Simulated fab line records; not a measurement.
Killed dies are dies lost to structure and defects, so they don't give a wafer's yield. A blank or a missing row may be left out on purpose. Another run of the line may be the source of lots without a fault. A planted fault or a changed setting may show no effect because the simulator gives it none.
fab line records	flow n5Finfet
record lots=24	wafers=72	lastDay=20
route steps=1938 shown MOL_CONTACT_COAG@543
lots with no fault: from the same line, run without faults
startH: hours from the record's first day to the start of the lot's first wafer shown	waitH: hours from the lot's prior step to this one	" identical to the entry in the row above	L1.1+2: a single row standing in for several wafers	- value missing, or start not given	* or withheld: withheld	< > ~ a bound
route shown NAME@n: NAME is a module with steps in the file, n the number in the route of the first one	usual: average and standard deviation across the fault-free wafers	same: alike in all rows	chamber/n: place in a boat	sites: per-site readings	_std_site: standard deviation of those values	_edge_site: inner sites' mean taken away from outer sites' mean	radiusMm: for every site, how far away it sits from the centre of the wafer	mask NAME#n: copy n	behind: the last tool/chamber to shape the wafer	hold: why the lot went on hold/how many hours it stayed there/how the hold came to an end	device: whichever transistor did not switch (one of n, p or np)	end of line: the tests these same wafers got at the end of their route	a step with no rows: only its recipe	killed: count of dies lost to structure and defects at first sort (not the wafer's yield)	map: shows each die of a wafer: x if killed, . if not, _ if none is there
set.NAME: setting as actually run; set.NAME@STEP: the setting as run at that earlier step	model.NAME: the simulator's own value behind a step, which no gauge read
a sample of lots followed through the steps of the route, with each step as a table and each wafer as a row
services: when a tool's chamber went out of use (startH, in hours from the record's first day, below 0 if earlier), for how many hours, and the reason
## steps
# step N5_MOL_CONTACT_COAG_TI_SIL_19
# recipe material=Ti	targetThkA=42	tempC=200	chamberPressurePa=5	powerW=5000	timeS=15
# usual throttleValvePct=29.9/1
# same timeS=15
lot.wafer	tool	chamber	startH	waitH	throttleValvePct
L074.3	pvdSputter-01	-	90.20	0.2	28.8
L074.4	"	-	"	"	29.6
L074.5	"	-	"	"	30.6
L075.2	pvdSputter-01	-	100.27	0.2	30.5
L075.4	"	-	"	"	29.1
L075.6	"	-	"	"	30.4
L076.1	pvdSputter-01	-	100.81	0.5	30.6
L076.4	"	-	"	"	30.5
L076.6	"	-	"	"	30.4
L077.1	pvdSputter-03	-	110.98	0.2	29.8
L077.2	"	-	"	"	30.9
L077.5	"	-	"	"	30.7
L078.1	pvdSputter-03	-	113.22	0.2	30.6
L078.3	"	-	"	"	28.9
L078.4	"	-	"	"	29.8
L079.1	pvdSputter-03	-	121.74	0.2	30.4
L079.2	"	-	"	"	29.7
L079.6	"	-	"	"	29.2
L080.1	pvdSputter-03	-	125.18	0.9	31.0
L080.2	"	-	"	"	30.5
L080.5	"	-	"	"	29.2
L081.1	pvdSputter-03	-	143.87	0.2	31.0
L081.3	"	-	"	"	29.7
L081.4	"	-	"	"	28.9
L082.3	pvdSputter-02	-	145.77	0.1	30.6
L082.5	"	-	"	"	30.3
L082.6	"	-	"	"	30.2
L083.1	pvdSputter-02	-	152.48	0.2	30.2
L083.5	"	-	"	"	30.8
L083.6	"	-	"	"	30.3
L084.3	pvdSputter-02	-	162.90	0.1	30.2
L084.5	"	-	"	"	30.4
L084.6	"	-	"	"	27.3
L085.3	pvdSputter-01	-	170.62	0.1	28.7
L085.4	"	-	"	"	30.7
L085.6	"	-	"	"	30.5
L086.2	pvdSputter-02	-	178.05	0.2	31.2
L086.3	"	-	"	"	27.3
L086.6	"	-	"	"	30.7
L087.3	pvdSputter-03	-	179.79	0.2	30.9
L087.4	"	-	"	"	29.7
L087.6	"	-	"	"	29.1
L088.3	pvdSputter-01	-	184.82	0.1	30.8
L088.5	"	-	"	"	30.6
L088.6	"	-	"	"	28.5
L089.2	pvdSputter-01	-	191.96	0.2	30.2
L089.4	"	-	"	"	29.6
L089.5	"	-	"	"	28.6
L090.2	pvdSputter-03	-	193.29	0.3	31.0
L090.4	"	-	"	"	29.1
L090.5	"	-	"	"	30.4
L091.1	pvdSputter-02	-	203.73	0.2	30.8
L091.3	"	-	"	"	30.5
L091.4	"	-	"	"	30.0
L092.2	pvdSputter-01	-	206.83	0.2	30.8
L092.3	"	-	"	"	30.4
L092.4	"	-	"	"	28.8
L093.3	pvdSputter-01	-	216.96	0.1	30.7
L093.5	"	-	"	"	28.6
L093.6	"	-	"	"	30.4
L095.1	pvdSputter-02	-	227.55	0.3	29.8
L095.4	"	-	"	"	30.9
L095.6	"	-	"	"	27.2
L097.1	pvdSputter-03	-	228.77	0.2	30.4
L097.2	"	-	"	"	31.3
L097.6	"	-	"	"	29.1
L094.1	pvdSputter-02	-	233.26	0.2	29.9
L094.2	"	-	"	"	30.2
L094.6	"	-	"	"	27.2
L096.1	pvdSputter-03	-	233.44	0.4	30.7
L096.3	"	-	"	"	29.1
L096.6	"	-	"	"	30.6
# step N5_MOL_CONTACT_COAG_ETCHBACK_132
# recipe chemistry=CHF3	target=SiO2	targetDepthA=100	timeS=6.7	ionEnergyEv=200	pressureMtorr=30	sourceW=610	biasW=170	Ar_flow_sccm=200	CHF3_flow_sccm=50
# usual drypumpMotorCurrentA=5.8/0.43	oesProductAu=0.73/0.055	rfVppV=526/4.9	showerheadPlenumPTorr=2.40/0.046	throttleValvePct=18.73/0.14
# same timeS=6.7
lot.wafer	tool	chamber	startH	waitH	drypumpMotorCurrentA	oesProductAu	rfHoursCounterH	rfVppV	showerheadPlenumPTorr	throttleValvePct
L074.3	rieDiel-04	0	100.62	0.1	6.0	0.70	199	523	2.36	18.59
L074.4	"	2	"	"	6.3	0.76	161	526	2.37	18.64
L074.5	"	2	"	"	6.2	0.76	-	525	2.37	18.66
L075.2	rieDiel-04	2	108.13	0.1	6.2	0.75	164	525	2.37	18.67
L075.4	"	0	"	"	6.0	0.70	202	523	2.36	18.60
L075.6	"	2	"	"	6.2	0.76	-	526	2.37	18.66
L076.1	rieDiel-02	1	111.16	0.1	5.7	0.76	151	531	2.39	18.84
L076.4	"	2	"	"	4.9	0.76	138	530	2.39	18.93
L076.6	"	2	"	"	4.9	0.76	-	530	2.39	18.92
L077.1	rieDiel-04	3	125.44	0.1	5.4	0.69	202	515	2.46	18.89
L077.2	"	0	"	"	6.0	0.69	209	524	2.36	18.59
L077.5	"	0	"	"	6.0	0.69	-	524	2.36	18.60
L078.1	rieDiel-04	2	127.38	0.1	6.3	0.74	171	524	2.37	18.67
L078.3	"	3	"	"	5.3	0.69	202	515	2.46	18.86
L078.4	"	0	"	"	6.0	0.69	210	525	2.36	18.58
L079.1	rieDiel-02	2	143.39	0.1	4.9	0.75	145	531	2.38	18.91
L079.2	"	3	"	"	5.8	0.70	212	530	2.45	18.85
L079.6	"	1	"	"	5.7	0.75	-	532	2.39	18.85
L080.1	rieDiel-05	1	145.90	0.2	6.3	0.88	27	529	2.33	18.39
L080.2	"	3	"	"	5.5	0.75	155	525	2.48	18.63
L080.5	"	1	"	"	6.3	0.88	-	529	2.33	18.40
L081.1	rieDiel-05	3	151.73	0.1	5.5	0.75	158	525	2.47	18.64
L081.3	"	0	"	"	6.1	0.77	119	522	2.39	18.75
L081.4	"	2	"	"	5.7	0.74	187	523	2.37	18.55
L082.3	rieDiel-04	0	156.74	0.2	6.0	0.69	212	524	2.35	18.59
L082.5	"	2	"	"	6.2	0.75	-	525	2.37	18.68
L082.6	"	0	"	"	6.0	0.70	-	525	2.36	18.58
L083.1	rieDiel-04	0	162.29	0.2	6.0	0.69	215	524	2.35	18.61
L083.5	"	3	"	"	5.3	0.69	-	515	2.46	18.90
L083.6	"	2	"	"	6.2	0.75	-	525	2.37	18.67
L084.3	rieDiel-04	0	175.33	0.1	6.0	0.68	222	523	2.35	18.62
L084.5	"	0	"	"	6.0	0.69	-	524	2.35	18.63
L084.6	"	1	"	"	5.3	0.70	-	529	2.46	18.70
L085.3	rieDiel-04	0	179.13	0.2	6.0	0.68	224	525	2.35	18.61
L085.4	"	1	"	"	5.4	0.70	207	529	2.46	18.72
L085.6	"	1	"	"	5.4	0.69	-	530	2.46	18.71
L086.2	rieDiel-04	1	187.62	0.1	5.3	0.70	210	531	2.46	18.72
L086.3	"	2	"	"	6.2	0.74	186	525	2.36	18.70
L086.6	"	0	"	"	6.0	0.69	-	524	2.35	18.64
L087.3	rieDiel-05	2	190.50	0.4	5.7	0.72	201	524	2.37	18.58
L087.4	"	1	"	"	6.3	0.86	44	528	2.33	18.43
L087.6	"	1	"	"	6.3	0.86	-	529	2.32	18.41
L088.3	rieDiel-02	3	192.63	0.1	5.8	0.70	230	533	2.44	18.86
L088.5	"	0	"	"	6.2	0.85	-	529	2.41	18.60
L088.6	"	1	"	"	5.7	0.74	-	532	2.38	18.87
L089.2	rieDiel-02	2	202.43	0.2	4.9	0.74	168	530	2.37	18.98
L089.4	"	3	"	"	5.8	0.70	233	531	2.44	18.87
L089.5	"	2	"	"	4.9	0.74	-	529	2.37	18.98
L090.2	rieDiel-02	3	203.36	0.1	5.8	0.70	234	529	2.44	18.90
L090.4	"	0	"	"	6.2	0.85	67	528	2.41	18.61
L090.5	"	0	"	"	6.2	0.85	-	529	2.41	18.61
L091.1	rieDiel-02	2	211.32	0.1	4.9	0.74	172	529	2.37	18.98
L091.3	"	3	"	"	5.8	0.70	237	530	2.44	18.87
L091.4	"	0	"	"	6.2	0.85	70	529	2.40	18.61
L092.2	rieDiel-02	3	216.23	0.1	5.8	0.69	239	530	2.44	18.89
L092.3	"	1	"	"	5.7	0.72	189	532	2.38	18.90
L092.4	"	2	"	"	4.9	0.72	175	531	2.37	18.97
L093.3	rieDiel-04	0	226.48	0.1	6.0	0.67	244	524	2.34	18.65
L093.5	"	1	"	"	5.3	0.69	-	529	2.45	18.74
L093.6	"	2	"	"	6.2	0.73	-	526	2.36	18.72
L095.1	rieDiel-04	2	235.46	0.1	6.2	0.72	204	526	2.35	18.72
L095.4	"	2	"	"	6.3	0.72	-	525	2.36	18.73
L095.6	"	1	"	"	5.3	0.68	-	530	2.45	18.73
L097.1	rieDiel-05	0	238.31	0.1	6.1	0.73	154	521	2.38	18.80
L097.2	"	2	"	"	5.7	0.71	220	524	2.36	18.62
L097.6	"	3	"	"	5.5	0.73	-	524	2.46	18.70
L096.1	rieDiel-05	3	242.34	0.2	5.4	0.71	192	525	2.46	18.68
L096.3	"	0	"	"	6.1	0.72	155	522	2.38	18.79
L096.6	"	2	"	"	5.7	0.72	-	524	2.36	18.61
L094.1	rieDiel-04	3	242.62	0.2	5.4	0.66	237	515	2.45	18.95
L094.2	"	2	"	"	6.2	0.72	207	525	2.35	18.74
L094.6	"	2	"	"	6.2	0.72	-	526	2.35	18.73
# step N5_MOL_CONTACT_COAG_STRIP_119
# recipe chemistry=N2/H2	timeS=30	powerW=1000	tempC=250	pressureMtorr=withheld	n2FlowSccm=1750	h2FlowSccm=3250
# usual drypumpMotorCurrentA=5.23/0.22	heaterPowerW=342/20
# same timeS=30
lot.wafer	tool	chamber	startH	waitH	drypumpMotorCurrentA	heaterPowerW	rfHoursCounterH
L074.3	plasmaAsher-02	1	100.99	0.1	5.32	367	-
L074.4	"	0	"	"	5.41	346	-
L074.5	"	0	"	"	5.40	352	-
L075.2	plasmaAsher-01	0	108.47	0.1	5.36	346	94
L075.4	"	0	"	"	5.39	347	-
L075.6	"	0	"	"	5.39	347	-
L076.1	plasmaAsher-01	0	111.50	0.1	5.34	350	94
L076.4	"	1	"	"	4.89	316	-
L076.6	"	0	"	"	5.36	347	-
L077.1	plasmaAsher-01	1	125.78	0.1	4.90	311	96
L077.2	"	0	"	"	5.39	350	96
L077.5	"	0	"	"	5.39	346	-
L078.1	plasmaAsher-01	0	127.73	0.1	5.36	352	97
L078.3	"	0	"	"	5.39	343	-
L078.4	"	1	"	"	4.90	313	-
L079.1	plasmaAsher-01	0	143.73	0.1	5.38	342	97
L079.2	"	1	"	"	4.89	316	97
L079.6	"	0	"	"	5.37	346	-
L080.1	plasmaAsher-02	1	146.24	0.1	5.31	364	49
L080.2	"	0	"	"	5.37	347	49
L080.5	"	1	"	"	5.31	368	-
L081.1	plasmaAsher-01	0	152.07	0.1	5.39	349	99
L081.3	"	0	"	"	5.38	347	-
L081.4	"	1	"	"	4.91	319	-
L082.3	plasmaAsher-02	1	157.10	0.1	5.34	361	-
L082.5	"	0	"	"	5.43	341	-
L082.6	"	1	"	"	5.34	365	-
L083.1	plasmaAsher-01	0	162.63	0.1	5.39	351	101
L083.5	"	0	"	"	5.34	343	-
L083.6	"	1	"	"	4.88	304	-
L084.3	plasmaAsher-02	1	175.70	0.1	5.32	367	-
L084.5	"	0	"	"	5.40	352	-
L084.6	"	1	"	"	5.32	370	-
L085.3	plasmaAsher-01	0	179.49	0.1	5.43	341	-
L085.4	"	1	"	"	4.91	306	-
L085.6	"	1	"	"	4.90	316	-
L086.2	plasmaAsher-01	0	187.97	0.1	5.41	348	107
L086.3	"	1	"	"	4.90	318	-
L086.6	"	0	"	"	5.38	342	-
L087.3	plasmaAsher-02	1	190.87	0.1	5.33	362	-
L087.4	"	0	"	"	5.38	355	-
L087.6	"	1	"	"	5.32	364	-
L088.3	plasmaAsher-01	0	192.99	0.1	5.36	349	-
L088.5	"	1	"	"	4.88	312	-
L088.6	"	0	"	"	5.38	357	-
L089.2	plasmaAsher-02	0	202.77	0.1	5.41	357	59
L089.4	"	0	"	"	5.42	346	-
L089.5	"	1	"	"	5.32	357	-
L090.2	plasmaAsher-01	0	203.70	0.1	5.37	340	110
L090.4	"	1	"	"	4.92	324	-
L090.5	"	1	"	"	4.90	311	-
L091.1	plasmaAsher-02	0	211.66	0.1	5.38	347	61
L091.3	"	0	"	"	5.40	354	-
L091.4	"	1	"	"	5.32	376	-
L092.2	plasmaAsher-01	1	216.58	0.1	4.89	311	114
L092.3	"	1	"	"	4.88	311	-
L092.4	"	0	"	"	5.41	345	-
L093.3	plasmaAsher-02	1	226.85	0.1	5.33	369	-
L093.5	"	1	"	"	5.33	362	-
L093.6	"	0	"	"	5.38	352	-
L095.1	plasmaAsher-01	0	235.80	0.1	5.37	344	119
L095.4	"	0	"	"	5.39	341	-
L095.6	"	1	"	"	4.90	323	-
L097.1	plasmaAsher-02	0	238.65	0.1	5.39	344	67
L097.2	"	1	"	"	5.29	357	67
L097.6	"	0	"	"	5.39	349	-
L096.1	plasmaAsher-01	1	242.68	0.1	4.88	313	120
L096.3	"	1	"	"	4.89	315	-
L096.6	"	0	"	"	5.34	343	-
L094.1	plasmaAsher-02	0	242.96	0.1	5.39	349	68
L094.2	"	1	"	"	5.33	358	68
L094.6	"	1	"	"	5.31	355	-
# step N5_MOL_CONTACT_COAG_OVL_MEAS_41
# recipe pointsPerWafer=522
# usual VD_OVL=0.0/0.68
lot.wafer	tool	chamber	startH	waitH	VD_OVL[nm]
L074.3	overlay-02	0	101.48	0.0	-1.2
L074.4	"	0	"	"	-0.5
L074.5	"	0	"	"	-0.2
L075.2	overlay-01	0	109.10	0.0	-0.4
L075.4	"	0	"	"	0.6
L075.6	"	0	"	"	0.5
L076.1	overlay-01	0	112.00	0.0	-0.2
L076.4	"	0	"	"	0.2
L076.6	"	0	"	"	-0.4
L077.1	overlay-01	0	126.38	0.0	0.0
L077.2	"	0	"	"	0.2
L077.5	"	0	"	"	0.7
L078.1	overlay-01	0	128.23	0.0	0.5
L078.3	"	0	"	"	0.9
L078.4	"	0	"	"	0.4
L079.1	overlay-01	0	144.23	0.0	-0.7
L079.2	"	0	"	"	-0.4
L079.6	"	0	"	"	-1.0
L080.1	overlay-01	0	146.74	0.0	0.6
L080.2	"	0	"	"	-0.2
L080.5	"	0	"	"	-1.0
L081.1	overlay-01	0	152.57	0.0	-0.2
L081.3	"	0	"	"	-0.3
L081.4	"	0	"	"	0.3
L082.3	overlay-01	0	157.77	0.0	-1.2
L082.5	"	0	"	"	-0.7
L082.6	"	0	"	"	-1.1
L083.1	overlay-01	0	163.14	0.0	-0.7
L083.5	"	0	"	"	-0.9
L083.6	"	0	"	"	-0.5
L084.3	overlay-02	0	176.19	0.0	0.6
L084.5	"	0	"	"	0.6
L084.6	"	0	"	"	0.5
L085.3	overlay-02	0	179.98	0.0	0.5
L085.4	"	0	"	"	0.2
L085.6	"	0	"	"	0.4
L086.2	overlay-01	0	188.59	0.0	0.4
L086.3	"	0	"	"	-0.7
L086.6	"	0	"	"	0.1
L087.3	overlay-02	0	191.35	0.0	-1.2
L087.4	"	0	"	"	0.6
L087.6	"	0	"	"	0.3
L088.3	overlay-01	0	193.48	0.0	0.5
L088.5	"	0	"	"	-0.3
L088.6	"	0	"	"	0.8
L089.2	overlay-01	0	203.29	0.0	0.6
L089.4	"	0	"	"	1.7
L089.5	"	0	"	"	-0.1
L090.2	overlay-02	0	204.21	0.0	-0.1
L090.4	"	0	"	"	0.3
L090.5	"	0	"	"	-0.7
L091.1	overlay-01	0	212.19	0.0	1.1
L091.3	"	0	"	"	0.9
L091.4	"	0	"	"	-0.6
L092.2	overlay-02	0	217.20	0.0	0.0
L092.3	"	0	"	"	0.1
L092.4	"	0	"	"	0.0
L093.3	overlay-01	0	227.34	0.0	-0.4
L093.5	"	0	"	"	0.1
L093.6	"	0	"	"	-0.3
L095.1	overlay-02	0	236.30	0.0	0.2
L095.4	"	0	"	"	0.8
L095.6	"	0	"	"	0.3
L097.1	overlay-01	0	239.31	0.0	-0.1
L097.2	"	0	"	"	-0.7
L097.6	"	0	"	"	0.1
L096.1	overlay-02	0	243.30	0.0	0.2
L096.3	"	0	"	"	1.2
L096.6	"	0	"	"	0.9
L094.1	overlay-01	0	243.46	0.0	0.2
L094.2	"	0	"	"	-0.3
L094.6	"	0	"	"	0.9
# step N5_MOL_CONTACT_COAG_DESCUM_45
# recipe chemistry=O2	timeS=7	sourcePowerW=50	biasPowerW=20	pressureMtorr=20	rfFrequencyHz=2.712e+07	tempC=40	resist=CAR-EUV	o2FlowSccm=225
# usual drypumpMotorCurrentA=5.7/0.42	oesProductAu=0.74/0.057	rfVppV=243.4/1	showerheadPlenumPTorr=2.11/0.039	throttleValvePct=20.39/0.13
# same timeS=7
lot.wafer	tool	chamber	startH	waitH	drypumpMotorCurrentA	oesProductAu	rfHoursCounterH	rfVppV	showerheadPlenumPTorr	throttleValvePct
L074.3	rieDiel-02	0	101.56	0.0	6.2	0.90	35	243.7	2.14	20.34
L074.4	"	2	"	"	4.9	0.76	135	242.4	2.10	20.63
L074.5	"	1	"	"	5.7	0.76	-	243.7	2.08	20.41
L075.2	rieDiel-04	1	109.18	0.0	5.3	0.71	193	243.9	2.16	20.30
L075.4	"	2	"	"	6.3	0.76	164	243.2	2.09	20.42
L075.6	"	1	"	"	5.3	0.70	-	243.1	2.16	20.30
L076.1	rieDiel-04	1	112.09	0.0	5.3	0.71	194	245.5	2.16	20.32
L076.4	"	0	"	"	6.0	0.70	204	242.5	2.07	20.26
L076.6	"	3	"	"	5.3	0.68	-	242.2	2.16	20.50
L077.1	rieDiel-05	0	127.11	0.7	6.1	0.76	112	243.6	2.11	20.41
L077.2	"	3	"	"	5.5	0.76	152	244.7	2.18	20.30
L077.5	"	3	"	"	5.5	0.76	-	244.4	2.18	20.28
L078.1	rieDiel-04	2	128.33	0.0	6.2	0.75	171	244.6	2.09	20.43
L078.3	"	3	"	"	5.3	0.68	203	244.9	2.16	20.50
L078.4	"	1	"	"	5.3	0.71	200	243.2	2.15	20.31
L079.1	rieDiel-05	1	146.49	2.2	6.3	0.88	27	241.4	2.05	20.12
L079.2	"	3	"	"	5.5	0.76	155	244.1	2.17	20.27
L079.6	"	0	"	"	6.1	0.76	-	243.1	2.10	20.43
L080.1	rieDiel-05	1	148.61	1.8	6.3	0.89	28	242.2	2.05	20.13
L080.2	"	3	"	"	5.5	0.76	156	244.7	2.17	20.29
L080.5	"	3	"	"	5.5	0.76	-	244.2	2.17	20.29
L081.1	rieDiel-05	3	152.82	0.2	5.5	0.76	158	244.0	2.17	20.31
L081.3	"	1	"	"	6.3	0.89	30	242.7	2.05	20.12
L081.4	"	2	"	"	5.7	0.74	188	242.7	2.09	20.27
L082.3	rieDiel-05	2	157.85	0.0	5.7	0.73	190	242.0	2.08	20.27
L082.5	"	3	"	"	5.5	0.75	-	245.2	2.17	20.31
L082.6	"	0	"	"	6.1	0.75	-	242.8	2.10	20.44
L083.1	rieDiel-02	2	163.80	0.6	4.9	0.75	153	242.0	2.09	20.64
L083.5	"	2	"	"	4.9	0.75	-	242.1	2.09	20.66
L083.6	"	1	"	"	5.7	0.74	-	244.1	2.08	20.44
L084.3	rieDiel-02	1	176.28	0.0	5.7	0.74	173	242.9	2.08	20.44
L084.5	"	1	"	"	5.7	0.73	-	243.0	2.08	20.44
L084.6	"	0	"	"	6.3	0.87	-	242.6	2.13	20.37
L085.3	rieDiel-02	0	180.15	0.1	6.2	0.87	60	243.7	2.13	20.39
L085.4	"	1	"	"	5.6	0.73	175	240.8	2.07	20.45
L085.6	"	1	"	"	5.7	0.74	-	242.6	2.07	20.44
L086.2	rieDiel-05	1	188.68	0.0	6.3	0.87	43	242.0	2.05	20.15
L086.3	"	3	"	"	5.5	0.75	170	244.8	2.17	20.33
L086.6	"	3	"	"	5.5	0.74	-	245.2	2.17	20.31
L087.3	rieDiel-04	1	191.44	0.0	5.3	0.69	212	243.3	2.15	20.33
L087.4	"	0	"	"	6.0	0.68	228	244.2	2.06	20.30
L087.6	"	2	"	"	6.2	0.74	-	243.2	2.09	20.44
L088.3	rieDiel-04	0	193.56	0.0	6.0	0.67	229	242.3	2.06	20.31
L088.5	"	3	"	"	5.3	0.68	-	245.1	2.15	20.52
L088.6	"	0	"	"	6.0	0.67	-	242.9	2.06	20.30
L089.2	rieDiel-05	3	203.95	0.6	5.5	0.74	176	244.1	2.17	20.33
L089.4	"	1	"	"	6.3	0.85	50	243.6	2.04	20.16
L089.5	"	3	"	"	5.5	0.74	-	245.7	2.17	20.32
L090.2	rieDiel-04	2	204.84	0.6	6.3	0.73	193	243.4	2.08	20.46
L090.4	"	3	"	"	5.3	0.67	225	244.1	2.15	20.54
L090.5	"	1	"	"	5.3	0.69	-	243.0	2.15	20.35
L091.1	rieDiel-04	1	212.59	0.3	5.3	0.68	220	242.5	2.15	20.36
L091.3	"	0	"	"	6.0	0.67	236	242.8	2.06	20.31
L091.4	"	2	"	"	6.3	0.72	195	243.8	2.08	20.46
L092.2	rieDiel-04	3	217.49	0.2	5.4	0.67	230	242.4	2.15	20.55
L092.3	"	1	"	"	5.3	0.69	223	242.2	2.15	20.35
L092.4	"	2	"	"	6.2	0.73	197	241.5	2.08	20.47
L093.3	rieDiel-05	1	228.24	0.8	6.3	0.84	58	242.4	2.04	20.15
L093.5	"	3	"	"	5.5	0.73	-	245.2	2.16	20.33
L093.6	"	0	"	"	6.1	0.73	-	244.1	2.09	20.49
L095.1	rieDiel-04	1	236.56	0.2	5.4	0.69	230	245.3	2.14	20.36
L095.4	"	1	"	"	5.4	0.69	-	244.4	2.14	20.38
L095.6	"	2	"	"	6.2	0.73	-	244.3	2.08	20.45
L097.1	rieDiel-05	2	239.40	0.0	5.7	0.70	220	242.5	2.07	20.32
L097.2	"	0	"	"	6.1	0.73	154	243.0	2.09	20.48
L097.6	"	0	"	"	6.1	0.73	-	241.6	2.09	20.49
L096.1	rieDiel-02	0	243.64	0.3	6.2	0.83	85	244.1	2.12	20.42
L096.3	"	1	"	"	5.7	0.71	200	242.6	2.07	20.50
L096.6	"	1	"	"	5.7	0.72	-	241.8	2.07	20.50
L094.1	rieDiel-02	2	243.75	0.2	4.9	0.72	190	242.8	2.08	20.71
L094.2	"	1	"	"	5.7	0.71	200	242.8	2.07	20.49
L094.6	"	2	"	"	4.9	0.72	-	245.1	2.08	20.69
# step N5_MOL_CONTACT_COAG_ALD_133
# recipe material=SiO2	targetThkA=50	tempC=100	aldPrecursorFamily=BDEAS	aldCoReactant=O2-plasma	pulseTimeS=1	coReactantPulseTimeS=1	purgeTimeS=2	coReactantPurgeTimeS=2	aldCycles=35	pressureTorr=2
# usual heaterPowerW=73/7.4	precursorPulseHeightRel=1.001/0.021
lot.wafer	tool	chamber	startH	waitH	heaterPowerW	precursorPulseHeightRel
L074.3	aldSin-01	3	101.69	0.1	78	0.983
L074.4	"	2	"	"	81	1.000
L074.5	"	2	"	"	80	0.997
L075.2	aldSin-01	2	109.32	0.1	81	1.009
L075.4	"	3	"	"	79	0.996
L075.6	"	3	"	"	76	1.007
L076.1	aldSin-01	0	112.46	0.3	82	0.995
L076.4	"	3	"	"	79	1.003
L076.6	"	0	"	"	85	0.999
L077.1	aldSin-02	1	127.32	0.1	89	1.021
L077.2	"	2	"	"	60	1.028
L077.5	"	2	"	"	62	0.986
L078.1	aldSin-01	0	128.59	0.2	83	1.008
L078.3	"	3	"	"	80	1.030
L078.4	"	2	"	"	80	0.999
L079.1	aldSin-04	0	146.72	0.1	63	1.050
L079.2	"	2	"	"	67	1.032
L079.6	"	3	"	"	74	1.012
L080.1	aldSin-04	2	148.91	0.2	68	1.020
L080.2	"	0	"	"	64	0.987
L080.5	"	0	"	"	62	1.005
L081.1	aldSin-02	0	152.96	0.1	73	0.987
L081.3	"	3	"	"	70	0.986
L081.4	"	2	"	"	60	1.020
L082.3	aldSin-04	3	158.62	0.7	70	1.021
L082.5	"	3	"	"	73	0.984
L082.6	"	2	"	"	67	1.025
L083.1	aldSin-04	0	164.00	0.1	63	0.968
L083.5	"	0	"	"	65	1.007
L083.6	"	1	"	"	69	0.970
L084.3	aldSin-02	0	176.43	0.1	73	0.959
L084.5	"	0	"	"	73	1.021
L084.6	"	3	"	"	72	1.012
L085.3	aldSin-01	3	180.48	0.3	79	0.989
L085.4	"	3	"	"	79	0.962
L085.6	"	1	"	"	67	1.007
L086.2	aldSin-01	2	188.93	0.2	81	1.031
L086.3	"	1	"	"	70	0.996
L086.6	"	3	"	"	81	0.997
L087.3	aldSin-04	0	191.58	0.1	63	1.000
L087.4	"	2	"	"	65	1.017
L087.6	"	2	"	"	67	1.006
L088.3	aldSin-02	2	193.70	0.1	62	1.009
L088.5	"	1	"	"	89	1.040
L088.6	"	0	"	"	71	0.975
L089.2	aldSin-02	3	204.09	0.1	71	1.001
L089.4	"	2	"	"	62	0.997
L089.5	"	0	"	"	73	0.966
L090.2	aldSin-01	1	204.97	0.1	70	1.020
L090.4	"	2	"	"	81	1.002
L090.5	"	1	"	"	67	0.995
L091.1	aldSin-04	0	212.72	0.1	64	0.993
L091.3	"	3	"	"	71	0.982
L091.4	"	1	"	"	68	0.961
L092.2	aldSin-01	2	217.63	0.1	84	1.003
L092.3	"	1	"	"	69	0.990
L092.4	"	2	"	"	83	0.999
L093.3	aldSin-02	2	228.61	0.3	61	1.038
L093.5	"	1	"	"	87	0.981
L093.6	"	0	"	"	74	1.002
L095.1	aldSin-02	1	236.69	0.1	88	1.006
L095.4	"	0	"	"	72	1.047
L095.6	"	0	"	"	73	0.984
L097.1	aldSin-04	3	240.30	0.8	71	1.003
L097.2	"	0	"	"	64	0.992
L097.6	"	0	"	"	64	1.062
L096.1	aldSin-02	1	243.77	0.1	87	1.008
L096.3	"	3	"	"	72	1.020
L096.6	"	3	"	"	72	1.000
L094.1	aldSin-04	3	243.89	0.1	73	0.998
L094.2	"	1	"	"	70	0.975
L094.6	"	2	"	"	68	0.991
## services
tool	chamber	startH	hours	kind
aldSin-01	3	69.84	2.9	repair
rieDiel-02	-	71.96	1.9	repair
aldSin-02	-	75.15	1.5	repair
pvdSputter-02	-	84.23	21.7	repair
aldSin-04	-	85.25	14.0	pm
rieDiel-02	-	91.19	4.7	repair
aldSin-01	-	102.83	2.8	pm
pvdSputter-01	-	106.85	4.6	repair
aldSin-04	-	113.38	14.6	pm
plasmaAsher-01	-	117.74	3.1	repair
pvdSputter-03	-	118.44	0.6	repair
aldSin-01	-	119.33	4.3	pm
aldSin-04	-	133.53	6.0	pm
rieDiel-04	1	137.43	26.9	repair
rieDiel-04	-	140.31	15.6	pm
pvdSputter-02	-	143.09	2.5	repair
aldSin-01	-	143.33	14.6	pm
plasmaAsher-02	-	150.58	0.7	repair
rieDiel-02	-	187.57	0.5	repair
rieDiel-05	1	217.15	4.6	repair
rieDiel-02	1	217.15	5.2	repair
rieDiel-04	3	230.56	7.6	repair
rieDiel-02	3	237.75	-	clean
rieDiel-02	3	237.75	-	consumableReplace:esc
## key
fault none
